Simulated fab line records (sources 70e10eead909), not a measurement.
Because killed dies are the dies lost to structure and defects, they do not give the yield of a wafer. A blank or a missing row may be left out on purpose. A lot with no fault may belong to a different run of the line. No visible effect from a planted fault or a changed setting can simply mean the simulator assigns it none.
fab line records	flow nand-harc
[record] lots = 24	wafers = 72	last-day = 34
route steps=1302 shown A_CHANNEL_FILL_D2@626 A_STAIRCASE@677
lots with no fault: from the same line, run without faults
start-h: hours from the record's first day to the start of the lot's first wafer shown	wait-h: hours since the lot's step before	" same as the row above	L1.1+2: a single row standing in for several wafers	- value missing, or start not given	* or withheld: withheld	< > ~ a bound
route shown NAME@n: a module of which the file shows steps, and the number in the route of the first	usual: mean and standard deviation over wafers with no fault	same: alike in all rows	chamber/n: place in a boat	sites: readings site by site	_std_site: standard deviation of those values	_edge_site: inner sites' mean taken away from outer sites' mean	radius-mm: for every site, how far away it sits from the centre of the wafer	mask NAME#n: copy n	behind: tool/chamber where the wafer was last shaped	hold: what put the lot on hold/how long, in hours/how the hold closed	device: which transistor (n, p or np) failed to switch	end of line: the same wafers' tests at the end of the route	for a step that has no rows: nothing shown but its recipe	killed: dies lost to structure and defects at the first sort, not the wafer's yield	map: per-die view of a wafer (x killed, . not killed, _ where there is no die)
set.NAME: the run value of the setting; set.NAME@STEP: its run value at that earlier step	model.NAME: the simulator's own value behind a step, which no gauge read
the route's steps for a sample of lots (tables are steps, rows are wafers)
services: the hour from which a tool's chamber was out of use, counted from the record's first day as start-h (under 0 if before that day), plus the number of hours and why
[[steps]]
[step NHARC_A_CHANNEL_FILL_D2_THK_MEAS_06]
[recipe] thk-meas-gauge = ellipsometry
[usual] thk-nm = 5.0/0.93
lot.wafer	tool	chamber	start-h	wait-h	thk-nm
L074.3	film-metro-02	-	335.98	0.4	5.5
L074.4	"	-	"	"	5.0
L074.5	"	-	"	"	5.1
L075.1	film-metro-01	-	336.00	0.4	4.3
L075.2	"	-	"	"	4.8
L075.6	"	-	"	"	5.1
L078.1	film-metro-01	-	359.03	0.4	4.2
L078.2	"	-	"	"	5.9
L078.6	"	-	"	"	6.8
L076.3	film-metro-02	-	359.03	0.4	5.8
L076.4	"	-	"	"	4.9
L076.5	"	-	"	"	4.1
L077.1	film-metro-02	-	359.03	0.4	2.7
L077.2	"	-	"	"	5.4
L077.3	"	-	"	"	6.9
L081.1	film-metro-02	-	390.69	0.4	5.7
L081.2	"	-	"	"	3.7
L081.4	"	-	"	"	5.6
L079.2	film-metro-01	-	390.69	0.4	5.5
L079.3	"	-	"	"	5.1
L079.5	"	-	"	"	6.7
L080.2	film-metro-02	-	390.70	0.4	4.4
L080.3	"	-	"	"	7.6
L080.4	"	-	"	"	6.3
L082.1	film-metro-01	-	414.40	0.4	5.5
L082.3	"	-	"	"	4.2
L082.5	"	-	"	"	5.1
L083.1	film-metro-02	-	420.31	0.4	4.2
L083.3	"	-	"	"	6.4
L083.6	"	-	"	"	5.7
L085.1	film-metro-02	-	452.79	0.4	4.3
L085.2	"	-	"	"	5.5
L085.5	"	-	"	"	6.1
L084.1	film-metro-02	-	455.59	0.4	4.1
L084.2	"	-	"	"	4.9
L084.3	"	-	"	"	4.8
L086.2	film-metro-01	-	455.59	0.4	6.2
L086.3	"	-	"	"	6.5
L086.5	"	-	"	"	5.8
L087.2	film-metro-01	-	482.19	0.4	4.4
L087.5	"	-	"	"	3.8
L087.6	"	-	"	"	5.7
L088.2	film-metro-01	-	482.20	0.4	4.2
L088.3	"	-	"	"	2.6
L088.5	"	-	"	"	3.7
L089.1	film-metro-01	-	493.81	0.4	4.9
L089.2	"	-	"	"	5.2
L089.3	"	-	"	"	5.8
L090.3	film-metro-02	-	493.81	0.4	5.5
L090.5	"	-	"	"	3.9
L090.6	"	-	"	"	5.9
L091.1	film-metro-02	-	508.39	0.4	5.3
L091.3	"	-	"	"	6.0
L091.4	"	-	"	"	5.5
L092.1	film-metro-01	-	528.27	0.4	4.2
L092.3	"	-	"	"	6.3
L092.4	"	-	"	"	4.1
L093.2	film-metro-02	-	540.04	0.4	5.4
L093.4	"	-	"	"	4.4
L093.5	"	-	"	"	4.5
L095.1	film-metro-01	-	552.10	0.4	4.2
L095.3	"	-	"	"	5.0
L095.5	"	-	"	"	4.3
L094.1	film-metro-02	-	552.10	0.4	4.0
L094.3	"	-	"	"	5.3
L094.4	"	-	"	"	4.4
L096.1	film-metro-02	-	560.08	0.4	4.4
L096.3	"	-	"	"	3.6
L096.4	"	-	"	"	4.1
L097.3	film-metro-01	-	571.07	0.4	5.5
L097.4	"	-	"	"	3.7
L097.6	"	-	"	"	4.4
[step NHARC_A_CHANNEL_FILL_D2_ALD_25]
[recipe] target-thk-a = 600	pulse-time-s = 10	ald-cycles = 600	temp-c = 300	material = SiOx
[usual] heater-power-w = 474/38	precursor-pulse-height-rel = 0.997/0.019
lot.wafer	tool	chamber	start-h	wait-h	heater-power-w	precursor-pulse-height-rel	since-wet-clean-h
L074.3	ald-hk-01	0	336.04	0.1	518	0.986	29
L074.4	"	3	337.90	1.9	451	1.014	31
L074.5	"	0	"	"	511	0.989	-
L075.2	ald-hk-02	0	337.29	1.3	510	0.995	159
L075.1	"	1	"	"	416	1.007	159
L075.6	"	3	339.14	3.1	446	0.985	-
L077.3	ald-hk-01	3	359.09	0.1	430	0.999	52
L077.1	"	0	"	"	510	1.007	53
L077.2	"	2	360.96	1.9	499	1.007	54
L076.3	ald-hk-03	3	359.70	0.7	442	1.000	137
L076.4	"	1	360.94	1.9	476	1.023	139
L076.5	"	2	"	"	434	1.005	-
L078.2	ald-hk-02	0	361.25	2.2	512	0.996	2
L078.1	"	2	362.48	3.5	479	1.028	3
L078.6	"	0	363.72	4.7	507	0.997	-
L079.2	ald-hk-02	1	390.75	0.1	426	0.986	31
L079.3	"	3	391.98	1.3	435	0.994	33
L079.5	"	2	393.83	3.1	492	0.968	-
L081.1	ald-hk-03	2	390.75	0.1	439	0.984	168
L081.2	"	3	"	"	442	1.023	169
L081.4	"	1	392.60	1.9	475	0.999	170
L080.3	ald-hk-01	1	391.36	0.7	553	0.997	84
L080.4	"	2	"	"	498	1.001	85
L080.2	"	3	"	"	435	0.989	85
L082.1	ald-hk-03	3	415.68	1.3	411	0.965	12
L082.3	"	0	"	"	476	1.004	13
L082.5	"	2	417.52	3.1	436	0.963	-
L083.3	ald-hk-02	2	420.98	0.7	496	0.984	62
L083.1	"	3	"	"	434	1.020	62
L083.6	"	1	422.82	2.5	418	1.002	-
L085.2	ald-hk-03	2	454.10	1.3	447	0.979	51
L085.1	"	3	"	"	434	1.000	51
L085.5	"	1	455.98	3.2	490	0.990	-
L084.3	ald-hk-02	0	455.64	0.0	503	0.998	96
L084.1	"	2	456.87	1.3	488	1.006	97
L084.2	"	3	"	"	443	0.999	98
L086.2	ald-hk-01	1	455.65	0.1	557	1.007	148
L086.3	"	2	456.88	1.3	504	1.023	150
L086.5	"	1	460.59	5.0	548	0.987	-
L088.2	ald-hk-02	1	482.34	0.1	421	1.017	123
L088.3	"	3	483.55	1.4	446	1.003	124
L088.5	"	1	484.77	2.6	422	1.017	-
L087.2	ald-hk-03	3	482.85	0.7	432	0.992	80
L087.5	"	2	484.66	2.5	443	0.974	-
L087.6	"	3	"	"	438	0.952	-
L089.1	ald-hk-02	2	493.86	0.1	495	1.018	134
L089.2	"	3	"	"	446	0.996	135
L089.3	"	0	"	"	503	0.980	136
L090.3	ald-hk-01	2	495.71	1.9	501	0.988	11
L090.5	"	3	"	"	421	1.017	-
L090.6	"	0	"	"	507	1.023	-
L091.3	ald-hk-01	1	508.44	0.1	541	0.989	23
L091.4	"	2	"	"	497	0.984	24
L091.1	"	3	"	"	437	1.000	24
L092.1	ald-hk-02	2	528.32	0.1	479	1.002	169
L092.3	"	3	"	"	426	0.993	170
L092.4	"	0	"	"	511	0.992	170
L093.4	ald-hk-03	2	540.72	0.7	438	1.007	137
L093.2	"	0	541.97	1.9	482	0.996	139
L093.5	"	1	"	"	501	0.958	-
L094.1	ald-hk-01	1	552.16	0.1	533	1.009	67
L094.3	"	3	553.42	1.3	429	1.022	68
L094.4	"	0	"	"	515	1.005	69
L095.1	ald-hk-03	1	553.39	1.3	498	0.993	150
L095.3	"	2	"	"	443	0.983	151
L095.5	"	0	555.24	3.1	474	1.008	-
L096.4	ald-hk-02	0	560.14	0.0	492	1.023	19
L096.3	"	2	561.36	1.3	469	1.026	21
L096.1	"	3	"	"	435	1.002	21
L097.3	ald-hk-03	2	572.37	1.3	438	0.967	169
L097.4	"	3	"	"	433	0.991	170
L097.6	"	1	574.23	3.2	497	0.993	-
[step NHARC_A_CHANNEL_FILL_D2_ETCHBACK_08]
[recipe] target-depth-a = 2200	time-s = 110	c4f8-flow-sccm = 20	ar-flow-sccm = withheld	rf-w = 600	bias-w = 300	chemistry = C4F8
[usual] oes-product-au = 0.97/0.034	rf-vpp-V = 442.0/2.4
lot.wafer	tool	chamber	start-h	wait-h	oes-product-au	rf-hours-counter-h	rf-vpp-V
L075.2	rie-diel-12	2	-	-	1.00	2	437.6
L075.1	"	1	"	"	1.00	2	443.3
L075.6	"	2	"	"	1.00	-	438.6
L074.3	rie-diel-04	0	-	-	1.00	23	437.0
L074.4	"	2	"	"	0.98	-	443.1
L074.5	"	0	"	"	0.99	-	436.2
L076.3	rie-diel-02	3	-	-	1.00	4	445.9
L076.4	"	0	"	"	1.01	4	441.5
L076.5	"	2	"	"	1.01	-	444.2
L077.3	rie-diel-12	2	-	-	0.93	3	439.1
L077.1	"	0	"	"	0.91	2	443.5
L077.2	"	1	"	"	0.92	3	441.4
L078.2	rie-diel-04	2	-	-	0.99	1	442.0
L078.1	"	1	"	"	1.01	1	439.8
L078.6	"	3	"	"	0.99	-	443.8
L080.3	rie-diel-12	2	-	-	1.01	4	437.2
L080.2	"	3	"	"	0.99	3	442.2
L080.4	"	0	"	"	0.98	3	444.3
L079.2	rie-diel-04	3	-	-	1.00	5	445.7
L079.3	"	0	"	"	0.98	5	435.6
L079.5	"	2	"	"	0.99	-	441.7
L081.2	rie-diel-12	2	-	-	0.93	4	438.9
L081.4	"	3	"	"	0.92	3	442.9
L081.1	"	1	"	"	0.93	4	442.2
L082.3	rie-diel-02	0	-	-	1.00	0	441.4
L082.1	"	1	"	"	1.00	0	443.6
L082.5	"	0	"	"	1.00	-	442.0
L083.1	rie-diel-02	3	-	-	0.93	0	444.9
L083.3	"	0	"	"	0.92	0	440.8
L083.6	"	3	"	"	0.93	-	444.1
L085.2	rie-diel-02	1	-	-	0.95	1	443.1
L085.1	"	3	"	"	0.96	1	445.4
L085.5	"	0	"	"	0.94	-	439.5
L084.2	rie-diel-12	1	-	-	1.00	0	441.0
L084.1	"	3	"	"	1.00	0	442.0
L084.3	"	0	"	"	1.01	0	444.3
L086.2	rie-diel-02	2	-	-	0.92	2	444.0
L086.3	"	0	"	"	0.92	2	441.2
L086.5	"	3	"	"	0.93	-	443.9
L087.2	rie-diel-02	3	-	-	0.99	2	444.5
L087.5	"	0	"	"	0.98	-	440.6
L087.6	"	1	"	"	0.99	-	442.1
L088.2	rie-diel-12	3	-	-	1.00	0	443.4
L088.3	"	0	"	"	1.01	0	446.9
L088.5	"	2	"	"	0.99	-	437.8
L090.3	rie-diel-02	0	-	-	0.99	2	442.1
L090.6	"	3	"	"	1.01	-	443.2
L090.5	"	0	"	"	0.99	-	439.7
L089.3	rie-diel-12	3	-	-	1.01	1	442.4
L089.1	"	1	"	"	1.00	1	440.5
L089.2	"	2	"	"	1.01	1	439.5
L091.4	rie-diel-02	3	-	-	0.99	3	442.3
L091.1	"	0	"	"	0.99	3	439.8
L091.3	"	2	"	"	0.99	3	443.6
L092.1	rie-diel-02	2	-	-	0.93	3	444.3
L092.3	"	0	"	"	0.93	3	440.7
L092.4	"	3	"	"	0.93	-	445.5
L093.2	rie-diel-12	0	-	-	0.99	2	444.6
L093.4	"	1	"	"	0.99	2	441.1
L093.5	"	0	"	"	1.00	-	443.6
L095.3	rie-diel-02	0	-	-	0.92	4	441.4
L095.1	"	2	"	"	0.93	4	442.9
L095.5	"	0	"	"	0.91	-	440.8
L094.3	rie-diel-12	1	-	-	0.92	3	441.2
L094.4	"	3	"	"	0.93	3	442.1
L094.1	"	0	"	"	0.93	3	444.9
L096.3	rie-diel-02	0	-	-	0.99	5	441.0
L096.1	"	1	"	"	0.99	4	442.8
L096.4	"	1	"	"	0.99	-	442.7
L097.4	rie-diel-04	0	-	-	0.94	7	436.0
L097.3	"	1	"	"	0.93	7	439.2
L097.6	"	3	"	"	0.92	-	444.3
[step NHARC_A_CHANNEL_FILL_D2_CMP_10]
[recipe] target-thk-nm = 150
[usual] motor-current-A = 11.6/1.4	time-to-endpoint-s = 14.0/2.3
lot.wafer	tool	chamber	start-h	wait-h	motor-current-A	time-to-endpoint-s
L075.1	cmp-04	3	347.35	0.4	11.1	16.3
L075.2	"	1	"	"	12.3	17.2
L075.6	"	3	"	"	11.1	18.1
L074.3	cmp-02	0	347.37	0.4	12.0	14.8
L074.4	"	1	"	"	11.5	15.6
L074.5	"	0	"	"	11.6	14.7
L076.4	cmp-04	1	370.51	0.4	11.7	13.4
L076.3	"	3	"	"	10.8	15.1
L076.5	"	1	"	"	12.1	14.0
L077.2	cmp-02	0	370.54	0.4	12.1	14.0
L077.1	"	1	"	"	10.3	18.0
L077.3	"	2	"	"	15.9	15.2
L078.1	cmp-03	1	370.54	0.4	11.0	11.4
L078.2	"	3	"	"	10.1	12.4
L078.6	"	1	"	"	11.4	11.1
L079.2	cmp-02	3	402.32	0.4	9.9	12.1
L079.3	"	1	"	"	10.9	14.5
L079.5	"	3	"	"	9.5	11.4
L081.4	cmp-03	3	402.32	0.4	10.7	12.6
L081.2	"	1	"	"	11.4	14.8
L081.1	"	2	"	"	11.0	14.0
L080.4	cmp-04	3	402.32	0.4	10.5	16.9
L080.2	"	1	"	"	12.3	19.4
L080.3	"	2	"	"	12.8	18.8
L082.1	cmp-03	0	425.92	0.4	11.3	13.1
L082.3	"	2	"	"	10.7	16.7
L082.5	"	1	"	"	11.1	14.1
L083.3	cmp-03	3	431.69	0.4	10.4	12.8
L083.1	"	2	"	"	11.0	12.4
L083.6	"	0	"	"	11.7	11.0
L085.2	cmp-03	2	464.39	0.4	11.0	16.7
L085.1	"	3	"	"	10.3	14.4
L085.5	"	1	"	"	11.0	17.4
L084.1	cmp-02	2	466.99	0.4	15.1	10.9
L084.3	"	3	"	"	9.7	8.6
L084.2	"	1	"	"	10.9	13.6
L086.3	cmp-02	0	470.73	0.4	12.3	11.7
L086.2	"	2	"	"	15.9	11.9
L086.5	"	3	"	"	9.9	13.8
L088.3	cmp-03	2	493.45	0.4	11.0	18.2
L088.2	"	0	"	"	11.7	14.0
L088.5	"	3	"	"	10.7	16.6
L087.2	cmp-04	1	493.52	0.4	11.8	15.9
L087.5	"	2	"	"	13.7	13.9
L087.6	"	3	"	"	10.9	14.5
L090.3	cmp-03	2	505.20	0.4	10.7	12.7
L090.6	"	2	"	"	10.7	12.6
L090.5	"	3	"	"	10.7	12.7
L089.3	cmp-02	0	505.20	0.4	11.2	13.0
L089.2	"	1	"	"	10.6	14.1
L089.1	"	3	"	"	10.3	10.7
L091.3	cmp-03	1	519.79	0.4	11.1	13.7
L091.1	"	2	"	"	11.2	17.4
L091.4	"	0	"	"	11.4	13.1
L092.4	cmp-04	0	539.73	0.4	12.6	15.3
L092.3	"	1	"	"	11.5	15.7
L092.1	"	3	"	"	10.9	16.4
L093.2	cmp-03	0	551.62	0.4	12.0	16.3
L093.4	"	1	"	"	10.7	15.4
L093.5	"	3	"	"	10.7	15.9
L094.3	cmp-02	2	563.46	0.4	15.8	12.3
L094.4	"	3	"	"	9.7	11.2
L094.1	"	0	"	"	12.4	14.5
L095.3	cmp-03	0	563.46	0.4	12.2	15.2
L095.1	"	2	"	"	10.1	16.8
L095.5	"	0	"	"	11.6	16.2
L096.1	cmp-03	0	571.37	0.4	11.6	14.6
L096.4	"	2	"	"	11.0	16.8
L096.3	"	3	"	"	11.3	14.2
L097.3	cmp-04	1	582.48	0.4	12.3	15.4
L097.4	"	2	"	"	13.6	14.6
L097.6	"	2	"	"	13.6	16.1
[step NHARC_A_STAIRCASE_TRIM_20]
[recipe] time-s = 211.2	o2-flow-sccm = 500	ar-flow-sccm = 0	bias-w = 0	chemistry = O2
[usual] drypump-motor-current-A = 5.9/0.34	oes-product-au = 1.003/0.01	rf-vpp-V = 58.0/0.93	showerhead-plenum-p-Torr = 3.60/0.18	throttle-valve-pct = 17.037/0.0096
lot.wafer	tool	chamber	start-h	wait-h	drypump-motor-current-A	oes-product-au	rf-hours-counter-h	rf-vpp-V	showerhead-plenum-p-Torr	throttle-valve-pct
L075.2	rie-diel-13	2	352.31	0.2	5.7	0.991	1	57.1	3.78	17.035
L075.1	"	0	"	"	5.6	0.992	1	57.5	3.35	17.036
L075.6	"	1	"	"	6.6	1.018	-	58.8	3.74	17.044
L074.3	rie-diel-05	2	355.23	0.1	5.8	1.014	41	57.7	3.45	17.046
L074.4	"	0	"	"	5.7	1.016	37	57.2	3.28	17.031
L074.5	"	1	"	"	6.1	0.995	-	57.7	3.79	17.015
L077.2	rie-diel-08	0	377.27	0.1	5.9	1.007	0	57.1	3.47	17.042
L077.1	"	2	"	"	6.0	0.994	0	56.9	3.81	17.046
L077.3	"	3	"	"	5.2	0.993	0	57.7	3.54	17.022
L076.4	rie-diel-13	2	377.50	0.1	5.7	1.006	12	60.4	3.77	17.019
L076.3	"	3	"	"	5.9	0.994	4	56.5	3.31	17.040
L076.5	"	3	"	"	5.9	0.996	-	57.1	3.31	17.030
L078.2	rie-diel-08	2	377.59	0.1	5.9	1.007	0	58.0	3.81	17.037
L078.1	"	3	"	"	5.2	1.000	0	57.4	3.54	17.038
L078.6	"	1	"	"	6.3	0.999	-	57.6	3.78	17.048
L079.3	rie-diel-13	2	406.86	0.1	5.8	0.992	21	59.5	3.76	17.042
L079.2	"	3	"	"	5.9	1.004	13	57.2	3.31	17.035
L079.5	"	2	"	"	5.8	0.999	-	57.8	3.76	17.039
L081.4	rie-diel-05	3	407.41	0.1	6.0	1.001	44	58.0	3.49	17.052
L081.1	"	1	"	"	6.2	0.984	57	57.8	3.78	17.042
L081.2	"	2	"	"	5.8	1.008	59	56.0	3.44	17.046
L080.4	rie-diel-13	3	407.76	0.1	5.9	1.003	13	55.8	3.31	17.052
L080.2	"	1	"	"	6.6	1.019	23	59.1	3.73	17.033
L080.3	"	2	"	"	5.8	1.011	21	60.2	3.76	17.028
L082.3	rie-diel-08	3	431.54	0.1	5.2	0.996	16	56.8	3.53	17.037
L082.1	"	1	"	"	6.3	1.002	16	59.6	3.77	17.036
L082.5	"	3	"	"	5.2	1.014	-	57.1	3.53	17.026
L083.1	rie-diel-05	0	436.36	0.1	5.6	1.018	7	58.4	3.80	17.022
L083.3	"	1	"	"	6.2	0.994	9	57.4	3.77	17.027
L083.6	"	3	"	"	6.0	1.002	-	59.7	3.49	17.025
L085.1	rie-diel-05	3	468.94	0.1	6.0	1.003	21	57.0	3.48	17.010
L085.2	"	2	"	"	5.8	0.997	22	57.4	3.43	17.037
L085.5	"	3	"	"	6.0	1.003	-	58.6	3.48	17.053
L084.3	rie-diel-05	3	471.64	0.1	6.0	0.998	22	57.5	3.48	17.025
L084.2	"	0	"	"	5.6	1.026	19	58.5	3.80	17.053
L084.1	"	1	"	"	6.2	0.977	19	59.9	3.76	17.029
L086.2	rie-diel-05	1	475.07	0.1	6.2	0.982	20	60.2	3.76	17.033
L086.3	"	2	"	"	5.8	1.003	23	57.4	3.43	17.040
L086.5	"	1	"	"	6.2	0.965	-	57.6	3.76	17.021
L087.2	rie-diel-13	2	497.95	0.1	5.7	1.000	47	57.8	3.75	17.039
L087.6	"	2	"	"	5.7	1.012	-	59.2	3.75	17.050
L087.5	"	3	"	"	5.9	1.012	-	57.1	3.30	17.023
L088.2	rie-diel-08	1	498.26	0.1	6.3	0.991	34	57.4	3.76	17.017
L088.3	"	2	"	"	6.0	1.006	35	58.3	3.79	17.065
L088.5	"	0	"	"	5.9	1.004	-	57.7	3.45	17.029
L090.3	rie-diel-05	3	510.06	0.1	6.0	0.991	34	57.2	3.48	17.023
L090.5	"	2	"	"	5.8	1.000	-	57.9	3.43	17.041
L090.6	"	3	"	"	6.0	1.005	-	57.9	3.48	17.047
L089.2	rie-diel-05	2	510.71	0.3	5.8	0.997	35	58.3	3.43	17.029
L089.3	"	0	"	"	5.7	1.008	30	57.8	3.79	17.033
L089.1	"	1	"	"	6.2	0.980	30	57.9	3.76	17.047
L091.1	rie-diel-08	0	524.18	0.1	5.9	0.996	47	57.8	3.45	17.038
L091.4	"	2	"	"	5.9	1.011	43	59.0	3.78	17.033
L091.3	"	3	"	"	5.2	1.000	48	58.1	3.51	17.036
L092.1	rie-diel-08	1	544.26	0.1	6.3	0.996	51	58.0	3.75	17.048
L092.4	"	2	"	"	6.0	1.007	50	58.8	3.78	17.032
L092.3	"	0	"	"	5.9	1.002	55	57.2	3.44	17.027
L093.4	rie-diel-13	1	556.30	0.1	6.6	1.012	10	59.5	3.71	17.035
L093.2	"	0	"	"	5.6	0.994	6	58.3	3.31	17.044
L093.5	"	2	"	"	5.7	0.986	-	57.3	3.74	17.038
L095.3	rie-diel-08	2	568.23	0.1	5.9	1.001	3	58.8	3.78	17.041
L095.1	"	0	"	"	5.9	1.018	3	57.1	3.44	17.039
L095.5	"	1	"	"	6.3	1.001	-	58.6	3.75	17.027
L094.4	rie-diel-13	1	568.48	0.1	6.6	1.027	12	58.1	3.71	17.035
L094.1	"	2	"	"	5.7	1.005	12	58.8	3.74	17.024
L094.3	"	0	"	"	5.6	0.991	9	56.6	3.31	17.031
L096.4	rie-diel-05	3	575.90	0.1	6.0	0.999	56	57.0	3.46	17.028
L096.1	"	1	"	"	6.2	0.994	56	57.5	3.74	17.034
L096.3	"	2	"	"	5.8	1.000	57	57.2	3.41	17.022
L097.3	rie-diel-08	2	588.60	0.1	6.0	1.005	12	57.0	3.77	17.038
L097.4	"	0	"	"	5.9	1.008	15	58.1	3.43	17.060
L097.6	"	2	"	"	6.0	1.005	-	56.7	3.77	17.033
[step NHARC_A_STAIRCASE_ETCH_21]
[recipe] target-depth-a = 1000	time-s = 40.5	ion-energy-ev = 400	c4f8-flow-sccm = 20	o2-flow-sccm = 10	ar-flow-sccm = withheld	rf-w = 600	bias-w = 1000	chemistry = C4F8/O2
[usual] oes-product-au = 0.956/0.02	rf-vpp-V = 898/6.5
lot.wafer	tool	chamber	start-h	wait-h	oes-product-au	rf-hours-counter-h	rf-vpp-V
L075.2	rie-diel-13	1	-	-	0.946	1	903
L075.1	"	2	"	"	0.936	1	904
L075.6	"	2	"	"	0.947	-	904
L074.3	rie-diel-05	2	-	-	0.985	41	894
L074.4	"	3	"	"	0.989	24	895
L074.5	"	0	"	"	0.993	-	885
L077.2	rie-diel-08	2	-	-	0.979	0	906
L077.3	"	0	"	"	0.968	0	894
L077.1	"	1	"	"	0.997	0	905
L078.1	rie-diel-08	0	-	-	0.964	0	893
L078.2	"	3	"	"	0.958	0	896
L078.6	"	0	"	"	0.962	-	894
L076.4	rie-diel-13	0	-	-	0.938	13	889
L076.3	"	2	"	"	0.936	12	905
L076.5	"	0	"	"	0.934	-	887
L079.2	rie-diel-13	1	-	-	0.983	23	904
L079.3	"	3	"	"	0.971	13	888
L079.5	"	1	"	"	0.970	-	904
L081.2	rie-diel-08	0	407.61	-	1.011	9	894
L081.4	"	2	"	"	0.999	9	905
L081.1	"	3	"	"	1.004	10	896
L080.4	rie-diel-13	2	-	-	0.969	21	905
L080.3	"	0	"	"	0.946	24	889
L080.2	"	1	"	"	0.991	23	902
L082.3	rie-diel-08	2	-	-	0.969	16	906
L082.1	"	3	"	"	0.971	16	896
L082.5	"	3	"	"	0.958	-	896
L083.1	rie-diel-05	3	-	-	0.962	9	895
L083.3	"	0	"	"	0.960	7	906
L083.6	"	0	"	"	0.960	-	907
L085.1	rie-diel-05	0	-	-	0.952	18	907
L085.2	"	1	"	"	0.934	18	903
L085.5	"	0	"	"	0.955	-	905
L084.2	rie-diel-05	0	-	-	0.947	19	905
L084.3	"	1	"	"	0.942	19	904
L084.1	"	2	"	"	0.951	23	893
L086.2	rie-diel-05	1	-	-	0.927	20	904
L086.3	"	2	"	"	0.939	23	892
L086.5	"	0	"	"	0.957	-	906
L087.2	rie-diel-13	1	-	-	0.987	46	902
L087.5	"	1	"	"	0.991	-	903
L087.6	"	2	"	"	0.968	-	902
L088.3	rie-diel-08	2	-	-	0.939	35	905
L088.2	"	1	"	"	0.953	34	904
L088.5	"	2	"	"	0.951	-	906
L090.3	rie-diel-05	1	-	-	0.923	29	904
L090.6	"	3	"	"	0.933	-	894
L090.5	"	0	"	"	0.928	-	905
L089.1	rie-diel-05	0	-	-	0.933	30	904
L089.2	"	1	"	"	0.920	30	905
L089.3	"	3	"	"	0.932	35	894
L091.1	rie-diel-08	3	-	-	0.966	48	895
L091.3	"	1	"	"	0.932	43	905
L091.4	"	2	"	"	0.967	43	905
L092.1	rie-diel-08	0	-	-	0.978	55	893
L092.3	"	1	"	"	0.973	51	904
L092.4	"	2	"	"	0.982	50	905
L093.2	rie-diel-13	1	-	-	0.964	10	902
L093.4	"	2	"	"	0.956	9	905
L093.5	"	0	"	"	0.959	-	888
L095.3	rie-diel-08	2	-	-	0.954	3	904
L095.1	"	3	"	"	0.958	3	897
L095.5	"	2	"	"	0.952	-	904
L094.3	rie-diel-13	3	-	-	0.943	8	888
L094.1	"	0	"	"	0.928	9	888
L094.4	"	2	"	"	0.938	12	903
L096.3	rie-diel-05	1	-	-	0.916	56	902
L096.4	"	3	"	"	0.933	56	893
L096.1	"	0	"	"	0.956	55	904
L097.3	rie-diel-08	3	-	-	0.959	14	895
L097.4	"	0	"	"	0.960	15	893
L097.6	"	3	"	"	0.946	-	895
[[services]]
tool	chamber	start-h	hours	kind
rie-diel-12	1	312.92	2.7	repair
rie-diel-02	-	319.61	0.5	repair
rie-diel-02	2	329.30	1.9	repair
rie-diel-13	-	342.15	9.0	pm
rie-diel-12	3	348.33	5.5	repair
rie-diel-02	1	352.42	9.2	repair
cmp-03	-	358.00	4.0	pm
rie-diel-08	1	362.56	14.8	repair
rie-diel-13	3	367.62	6.2	repair
rie-diel-08	-	367.80	9.0	pm
rie-diel-02	-	393.70	9.0	pm
rie-diel-05	-	407.60	9.0	pm
cmp-03	-	416.31	0.9	repair
cmp-03	-	422.54	2.5	repair
cmp-03	-	436.27	2.1	repair
rie-diel-13	1	446.38	4.5	repair
cmp-03	-	456.00	4.0	pm
cmp-03	-	500.31	1.6	repair
rie-diel-02	1	529.13	17.8	repair
rie-diel-08	-	544.85	9.0	pm
cmp-03	-	554.00	4.0	pm
rie-diel-02	2	565.61	6.4	repair
rie-diel-02	-	570.70	9.0	pm
rie-diel-05	-	583.25	28.3	repair
[[key]]
fault none
